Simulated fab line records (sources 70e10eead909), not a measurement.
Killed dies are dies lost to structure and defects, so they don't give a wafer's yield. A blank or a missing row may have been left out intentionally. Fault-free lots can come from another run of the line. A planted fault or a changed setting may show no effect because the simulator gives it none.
fab line records	flow nandHarc
record lots=12	wafers=36	lastDay=25
route steps=1159 shown A_SLIT@797 A_WL_FILL@810
lots with no fault: from the same line, run without faults
startH: hours from the record's opening day to when the first of the lot's shown wafers began	waitH: time in hours since the lot's previous step	" as in the row above	L1.1+2: a row that stands for several wafers	- no value, or no start was given	* or withheld: withheld	< > ~ a bound
route shown NAME@n: names a module that has steps shown in the file, with the first one's number in the route	usual: mean/standard deviation taken from wafers without a fault	same: alike in all rows	chamber/n: place in a boat	sites: per-site readings	_std_site: standard deviation across them	_edge_site: mean of outer sites minus mean of inner sites	radiusMm: for every site, how far away it sits from the centre of the wafer	mask NAME#n: copy n	behind: tool/chamber where the wafer was last shaped	hold: the reason the lot was held/the length of the hold in hours/how it ended	device: whichever transistor did not switch (one of n, p or np)	end of line: the same wafers' tests at the end of the route	a step with no rows: only its recipe	killed: count of dies lost to structure and defects at first sort (not the wafer's yield)	map: a wafer's dies, marking killed ones x, the rest . and places with no die _
set.NAME: the setting as run; set.NAME@STEP: as run at that earlier step	model.NAME: the simulator's own value behind a step, which no gauge read
one table for each step of the route and one row for each wafer, over a sample of lots
services: when a tool's chamber went out of use (startH, in hours from the record's first day, below 0 if earlier), for how many hours, and the reason
## steps
# step NHARC_A_SLIT_ETCH_26
# recipe biasV=400	sourceW=2000	pressureMtorr=25	timeS=90	arFlowSccm=375	c4f8FlowSccm=41.7	o2FlowSccm=83.3	targetDepthA=4000	chemistry=C4F8/O2/Ar
# usual drypumpMotorCurrentA=6.0/0.58	o2FlowSccm=83.31/0.21	showerheadPlenumPTorr=3.81/0.044	throttleValvePct=27.618/0.0091
lot.wafer	tool	chamber	startH	waitH	drypumpMotorCurrentA	o2FlowSccm	rfHoursCounterH	showerheadPlenumPTorr	throttleValvePct
L421.4	harEtch-01	1	328.57	0.6	6.2	83.38	-	3.84	27.613
L421.5	"	0	"	"	6.7	83.46	-	3.84	27.614
L421.6	"	1	"	"	6.2	83.12	-	3.84	27.617
L425.2	harEtch-02	0	333.45	1.0	5.2	83.44	182	3.87	27.622
L425.5	"	1	"	"	5.4	83.40	-	3.74	27.602
L425.6	"	0	"	"	5.2	83.56	-	3.87	27.618
L422.3	harEtch-01	1	334.40	0.8	6.2	83.31	-	3.84	27.639
L422.6	"	1	"	"	6.2	83.54	-	3.84	27.626
L422.5	"	0	"	"	6.6	83.24	-	3.84	27.607
L426.1	harEtch-01	0	356.15	1.2	6.6	83.15	14	3.83	27.626
L426.2	"	1	"	"	6.2	83.53	14	3.83	27.621
L426.6	"	1	"	"	6.2	83.10	-	3.83	27.622
L433.1	harEtch-01	1	409.89	1.3	6.2	83.28	41	3.82	27.618
L433.2	"	0	"	"	6.6	82.83	41	3.82	27.608
L433.3	"	0	"	"	6.7	83.37	-	3.82	27.620
L435.4	harEtch-01	0	411.63	0.8	6.7	83.02	-	3.81	27.620
L435.6	"	0	"	"	6.7	83.15	-	3.81	27.626
L435.5	"	1	"	"	6.2	83.48	-	3.81	27.615
L432.4	harEtch-01	1	426.25	0.6	6.3	83.32	-	3.81	27.616
L432.6	"	0	"	"	6.7	83.24	-	3.81	27.606
L432.5	"	1	"	"	6.2	83.69	-	3.81	27.620
L437.2	harEtch-02	1	432.42	1.2	5.4	82.84	220	3.72	27.650
L437.4	"	1	"	"	5.4	82.88	-	3.72	27.622
L437.5	"	0	"	"	5.2	83.58	-	3.85	27.608
L442.2	harEtch-02	1	434.12	1.0	5.4	83.15	221	3.72	27.620
L442.4	"	1	"	"	5.4	83.22	-	3.72	27.614
L442.6	"	0	"	"	5.2	83.47	-	3.85	27.611
L439.2	harEtch-02	0	435.79	1.0	5.2	83.28	223	3.85	27.617
L439.3	"	1	"	"	5.4	82.99	-	3.72	27.629
L439.6	"	1	"	"	5.4	83.45	-	3.72	27.628
L441.1	harEtch-02	1	446.53	1.2	5.4	83.41	228	3.72	27.616
L441.4	"	0	"	"	5.2	83.46	-	3.85	27.609
L441.6	"	1	"	"	5.4	83.35	-	3.72	27.621
L444.1	harEtch-01	0	452.25	1.2	6.7	83.21	62	3.80	27.603
L444.2	"	1	"	"	6.2	83.28	62	3.80	27.619
L444.6	"	1	"	"	6.2	83.21	-	3.80	27.610
# step NHARC_A_WL_FILL_RTA_01
# recipe tempC=1000	timeS=5
# usual lampPowerPct=33.4/0.43	lamp_zone_1_pct=33.4/0.43	lamp_zone_2_pct=33.4/0.43	lamp_zone_3_pct=33.4/0.43	lamp_zone_4_pct=33.4/0.43	lamp_zone_5_pct=33.4/0.43	lamp_zone_6_pct=33.4/0.43	lamp_zone_7_pct=34.0/0.44	wafer_temp_C_max=1006.3/1.8
lot.wafer	tool	chamber	startH	waitH	lampPowerPct	lamp_zone_1_pct	lamp_zone_2_pct	lamp_zone_3_pct	lamp_zone_4_pct	lamp_zone_5_pct	lamp_zone_6_pct	lamp_zone_7_pct	wafer_temp_C_max
L421.4	rtpAnneal-01	0	337.94	-	33.0	33.0	33.0	33.1	33.1	33.0	32.9	33.6	1006.5
L421.5	"	0	"	"	33.0	33.0	33.0	33.1	33.0	33.1	33.0	33.5	1006.1
L421.6	"	0	"	"	33.0	33.0	33.1	33.1	33.0	33.0	33.0	33.5	1006.2
L425.2	rtpAnneal-01	0	342.61	-	33.0	33.1	33.0	33.1	33.0	33.0	33.0	33.5	1006.3
L425.5	"	0	"	"	33.0	33.0	33.1	33.0	33.0	33.0	32.9	33.5	1006.1
L425.6	"	0	"	"	33.1	33.0	33.0	33.0	33.0	33.0	33.0	33.5	1004.9
L422.3	rtpAnneal-02	0	342.65	-	33.9	33.9	33.9	33.9	33.8	33.9	33.8	34.5	1009.0
L422.5	"	0	"	"	33.9	33.9	33.9	33.9	34.0	33.9	33.8	34.4	1006.5
L422.6	"	0	"	"	33.9	33.9	33.9	33.8	34.0	33.9	33.8	34.4	1005.6
L426.1	rtpAnneal-01	0	365.24	-	33.1	33.1	33.1	33.0	33.0	33.0	32.9	33.6	1005.0
L426.2	"	0	"	"	33.0	33.0	33.0	33.1	33.0	33.1	33.0	33.6	1005.4
L426.6	"	0	"	"	33.0	33.0	33.1	33.1	33.0	33.0	33.0	33.5	1004.1
L433.1	rtpAnneal-01	0	419.15	-	29.2	29.2	29.2	29.2	29.2	29.3	29.1	29.7	960.9
L433.2	"	0	"	"	29.2	29.2	29.2	29.2	29.2	29.2	29.1	29.8	960.9
L433.3	"	0	"	"	29.3	29.2	29.2	29.2	29.2	29.2	29.2	29.8	962.9
L435.4	rtpAnneal-02	0	419.46	-	33.9	33.9	33.9	33.9	33.9	33.8	33.8	34.5	1007.1
L435.5	"	0	"	"	33.9	33.9	33.9	33.9	33.9	33.8	33.8	34.5	1008.2
L435.6	"	0	"	"	33.9	33.9	33.9	33.9	34.0	33.9	33.8	34.5	1007.6
L432.4	rtpAnneal-01	0	437.67	-	29.2	29.2	29.2	29.2	29.2	29.2	29.1	29.8	961.7
L432.5	"	0	"	"	29.3	29.2	29.2	29.2	29.2	29.2	29.1	29.8	961.5
L432.6	"	0	"	"	29.2	29.2	29.2	29.2	29.2	29.2	29.1	29.8	962.6
L437.2	rtpAnneal-02	0	441.64	-	33.9	33.9	33.9	33.9	33.9	33.9	33.8	34.5	1008.3
L437.4	"	0	"	"	33.9	33.9	33.9	34.0	33.9	33.9	33.8	34.4	1007.1
L437.5	"	0	"	"	34.0	33.9	33.9	33.9	33.9	33.9	33.8	34.4	1007.8
L442.2	rtpAnneal-02	0	441.82	-	33.9	33.9	33.9	33.9	33.9	33.9	33.8	34.4	1007.7
L442.4	"	0	"	"	33.9	34.0	34.0	33.9	33.9	33.9	33.9	34.4	1008.8
L442.6	"	0	"	"	33.9	33.9	33.9	33.9	33.8	33.9	33.8	34.5	1008.1
L439.2	rtpAnneal-02	0	445.04	-	33.9	33.9	33.9	33.9	33.9	33.9	33.8	34.4	1007.4
L439.3	"	0	"	"	33.8	33.9	33.9	33.9	33.9	33.9	33.8	34.5	1010.6
L439.6	"	0	"	"	33.9	33.9	33.9	34.0	34.0	33.9	33.8	34.5	1008.9
L441.1	rtpAnneal-02	0	455.69	-	33.9	33.8	33.9	33.9	33.9	33.9	33.8	34.4	1009.4
L441.4	"	0	"	"	33.9	33.9	33.9	34.0	33.8	33.8	33.8	34.4	1008.8
L441.6	"	0	"	"	33.9	33.8	34.0	33.9	33.9	33.9	33.8	34.5	1008.3
L444.1	rtpAnneal-02	0	461.62	-	33.9	34.0	33.9	33.9	33.9	33.9	33.8	34.4	1005.3
L444.2	"	0	"	"	34.0	33.9	33.9	34.0	34.0	33.9	33.8	34.4	1008.0
L444.6	"	0	"	"	33.9	34.0	33.9	33.9	33.9	33.8	33.9	34.4	1008.4
# step NHARC_A_WL_FILL_STRIP_27
# recipe powerW=1500	tempC=250	timeS=20	chemistry=N2/H2
# usual drypumpMotorCurrentA=6.0/0.31	heaterPowerW=315/14
lot.wafer	tool	chamber	startH	waitH	drypumpMotorCurrentA	heaterPowerW	rfHoursCounterH
L421.4	plasmaAsher-01	0	345.58	0.2	5.8	331	-
L421.5	"	1	"	"	5.9	309	-
L421.6	"	0	"	"	5.8	345	-
L425.2	plasmaAsher-02	0	350.33	0.9	6.0	298	55
L425.5	"	0	"	"	6.0	300	-
L425.6	"	1	"	"	6.6	308	-
L422.3	plasmaAsher-01	1	350.73	0.8	5.8	311	-
L422.5	"	1	"	"	5.8	301	-
L422.6	"	0	"	"	5.8	332	-
L426.1	plasmaAsher-02	1	370.96	0.1	6.6	301	0
L426.2	"	0	"	"	6.0	307	0
L426.6	"	0	"	"	6.0	306	-
L433.2	plasmaAsher-01	0	426.99	0.1	5.8	333	47
L433.1	"	1	"	"	5.9	310	47
L433.3	"	1	"	"	5.8	308	-
L435.4	plasmaAsher-01	0	427.75	0.1	5.8	328	-
L435.6	"	0	"	"	5.8	341	-
L435.5	"	1	"	"	5.8	308	-
L432.4	plasmaAsher-01	1	442.02	0.2	5.9	321	-
L432.5	"	0	"	"	5.8	328	-
L432.6	"	1	"	"	5.8	310	-
L437.2	plasmaAsher-01	0	445.97	0.1	5.8	331	54
L437.4	"	1	"	"	5.9	312	-
L437.5	"	0	"	"	5.8	337	-
L442.2	plasmaAsher-01	1	448.90	0.3	5.8	318	55
L442.4	"	1	"	"	5.9	306	-
L442.6	"	1	"	"	5.9	312	-
L439.2	plasmaAsher-02	1	460.07	0.7	6.6	304	31
L439.3	"	0	"	"	6.0	304	-
L439.6	"	1	"	"	6.6	304	-
L441.1	plasmaAsher-02	0	462.50	0.3	6.0	300	34
L441.4	"	1	"	"	6.6	298	-
L441.6	"	0	"	"	6.0	307	-
L444.1	plasmaAsher-01	1	473.10	0.1	5.8	326	3
L444.2	"	0	"	"	5.8	345	3
L444.6	"	0	"	"	5.8	339	-
# step NHARC_A_WL_FILL_ALD_19
# recipe targetThkA=20	pulseTimeS=3	aldCycles=100	tempC=450	material=TiN
# usual heaterPowerW=1070/77	precursorPulseHeightRel=1.000/0.021
lot.wafer	tool	chamber	startH	waitH	heaterPowerW	precursorPulseHeightRel
L421.4	aldMetal-04	2	362.75	0.1	1014	1.023
L421.6	"	2	"	"	1005	0.994
L421.5	"	3	"	"	1101	0.991
L425.2	aldMetal-03	0	365.75	0.2	1166	0.974
L425.5	"	2	"	"	1091	1.017
L425.6	"	0	"	"	1155	1.020
L422.3	aldMetal-01	0	365.81	0.2	905	0.998
L422.6	"	3	"	"	976	1.001
L422.5	"	0	"	"	928	1.004
L426.2	aldMetal-04	3	386.99	0.1	1082	0.998
L426.1	"	0	"	"	1189	0.995
L426.6	"	3	"	"	1110	0.989
L435.4	aldMetal-04	3	444.69	0.1	1090	1.022
L435.5	"	3	"	"	1101	0.960
L435.6	"	0	"	"	1190	1.013
L433.2	aldMetal-03	1	444.70	0.1	1099	0.993
L433.1	"	2	"	"	1134	0.966
L433.3	"	3	"	"	1049	0.990
L432.4	aldMetal-03	0	457.87	0.2	1177	1.024
L432.5	"	1	"	"	1146	0.979
L432.6	"	2	"	"	1116	1.000
L437.4	aldMetal-04	3	461.89	0.1	1133	0.987
L437.2	"	0	"	"	1184	0.978
L437.5	"	1	"	"	1057	1.004
L442.2	aldMetal-03	3	466.20	0.1	1042	1.020
L442.4	"	0	"	"	1159	1.028
L442.6	"	2	"	"	1108	0.998
L439.3	aldMetal-01	3	474.33	0.1	994	0.995
L439.2	"	1	"	"	1074	1.010
L439.6	"	3	"	"	987	1.017
L441.4	aldMetal-04	0	477.67	0.1	1209	1.014
L441.1	"	2	"	"	1037	1.002
L441.6	"	1	"	"	1035	1.004
L444.1	aldMetal-01	2	486.09	0.1	1047	1.032
L444.2	"	0	"	"	885	0.981
L444.6	"	2	"	"	1056	1.011
## services
tool	chamber	startH	hours	kind
harEtch-01	-	305.00	17.0	pm
plasmaAsher-01	-	320.51	0.9	repair
aldMetal-01	-	321.74	0.9	repair
aldMetal-03	-	322.00	10.0	pm
aldMetal-03	3	336.51	70.4	repair
aldMetal-01	3	336.82	20.2	repair
aldMetal-04	2	339.90	3.6	repair
aldMetal-01	2	355.49	19.5	repair
plasmaAsher-02	-	360.55	9.0	pm
aldMetal-03	-	373.89	0.6	repair
rtpAnneal-01	-	380.85	3.7	repair
harEtch-02	-	388.99	25.3	repair
aldMetal-01	2	402.72	64.0	repair
aldMetal-03	1	402.96	13.7	repair
aldMetal-04	-	406.00	10.0	pm
plasmaAsher-01	-	453.00	9.0	pm
plasmaAsher-01	0	453.00	9.0	ventCycle
plasmaAsher-01	1	453.00	9.0	ventCycle
aldMetal-04	-	453.12	0.9	repair
aldMetal-01	-	458.01	10.0	pm
plasmaAsher-01	0	462.00	-	clean
plasmaAsher-01	1	462.00	-	clean
aldMetal-01	-	469.65	0.4	repair
plasmaAsher-01	-	484.49	3.4	repair
## key
firstSign step=NHARC_A_WL_FILL_RTA_01	reading=wafer_temp_C_max	direction=down	sigmas=24	usual=*	struck=*
effect step=NHARC_A_WL_FILL_RTA_01	reading=lamp_zone_6_pct	direction=down	sigmas=9.9	usual=33.4	struck=29.1
metAt NHARC_A_WL_FILL_RTA_01
struckLots L432,L433
testerLeftOut L432,L433
notActingAt NHARC_A_SLIT_ETCH_26,NHARC_A_WL_FILL_STRIP_27,NHARC_A_WL_FILL_ALD_19
onsetBetween 365.24 419.15
fault kind=processParameterDrift	tool=rtpAnneal-01	chamber=-	onsetH=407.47	steps=NHARC_A_WL_FILL_RTA_01	channel=tempC	offset=*	shape=step	endH=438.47	actsIn=*	stated=*
# testerLeftOut: of these lots the tester's yield and bins aren't shown, on N5 and GAA mostly nor the transistor test; their killed dies are dies lost to structure and defects alone, not to doping, threshold or leakage, so they don't give the yield
